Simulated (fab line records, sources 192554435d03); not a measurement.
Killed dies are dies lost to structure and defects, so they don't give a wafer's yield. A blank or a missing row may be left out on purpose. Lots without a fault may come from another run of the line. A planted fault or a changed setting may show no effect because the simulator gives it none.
Chamber matching | flow n5_finfet | N5_FIN_SAQP_MANDREL2_REMOVE_60 on rie_si-01: 4 sister chambers
The step chemistry HBr/Cl2/O2, target a-Si, stops on SiNx, bt time 10 s. 16 wafers are shown with their chamber, then 8 later ones without.

WAFERS WITH THEIR CHAMBER
wafer  | chamber | throttle_valve_pct (%) | drypump_motor_current_A (A) | oes_product_au (a.u.)
L076.1 | 3       | 36.5                   | 5.54                        | 0.989
L076.3 | 1       | 36.1                   | 5.90                        | 0.977
L076.5 | 3       | 36.5                   | 5.60                        | 1.000
L082.1 | 0       | 37.2                   | 5.21                        | 1.013
L082.4 | 2       | 36.9                   | 5.33                        | 1.009
L082.6 | 0       | 37.2                   | 5.19                        | 1.013
L086.3 | 1       | 36.1                   | 5.89                        | 0.983
L086.4 | 3       | 36.4                   | 5.59                        | 0.993
L086.6 | 3       | 36.5                   | 5.60                        | 0.987
L089.1 | 2       | 36.9                   | 5.35                        | 1.022
L089.3 | 0       | 37.2                   | 5.18                        | 1.009
L089.4 | 3       | 36.5                   | 5.61                        | 0.989
L093.1 | 2       | 36.9                   | 5.35                        | 1.008
L093.3 | 3       | 36.4                   | 5.61                        | 1.000
L093.4 | 0       | 37.2                   | 5.19                        | 1.004
L095.1 | 3       | 36.5                   | 5.59                        | 0.978

SIGNATURES (means of the wafers above)
reading                 | chamber 0 | chamber 1 | chamber 2 | chamber 3 | scatter within a chamber
throttle_valve_pct      | 37.200    | 36.100    | 36.900    | 36.471    | 0.0345
drypump_motor_current_A | 5.1925    | 5.8950    | 5.3433    | 5.5914    | 0.0189
oes_product_au          | 1.00975   | 0.98000   | 1.01300   | 0.99086   | 0.00679
Rule: a wafer's distance from a chamber is the root of the sum, over the readings, of the square of ((its reading less the chamber's mean) divided by the reading's scatter). The wafer belongs to the nearest chamber; if the next one is less than 2 further off, it can't be placed. The scatter: the root of (the sum of the squares of (reading less its chamber's mean) over the shown wafers, divided by (wafers less chambers)).

WAFERS WITHOUT THEIR CHAMBER
wafer  | throttle_valve_pct (%) | drypump_motor_current_A (A) | oes_product_au (a.u.)
L095.2 | 37.2                   | 5.20                        | 1.018
L095.3 | 36.9                   | 5.35                        | 1.018
L096.1 | 36.5                   | 5.59                        | 1.003
L096.4 | 36.9                   | 5.37                        | 1.010
L096.5 | 36.4                   | 5.59                        | 1.004
L097.2 | 36.5                   | 5.58                        | 1.000
L097.4 | 36.9                   | 5.35                        | 1.009
L097.5 | 37.2                   | 5.19                        | 1.007

WHICH CHAMBER EACH WENT THROUGH
wafer  | from the rows above | in truth
L095.2 | 0                   | 0
L095.3 | 2                   | 2
L096.1 | 3                   | 3
L096.4 | 2                   | 2
L096.5 | 3                   | 3
L097.2 | 3                   | 3
L097.4 | 2                   | 2
L097.5 | 0                   | 0
Placed correctly: 8 of 8. Can't be placed from these rows: 0. Placed wrongly: 0.
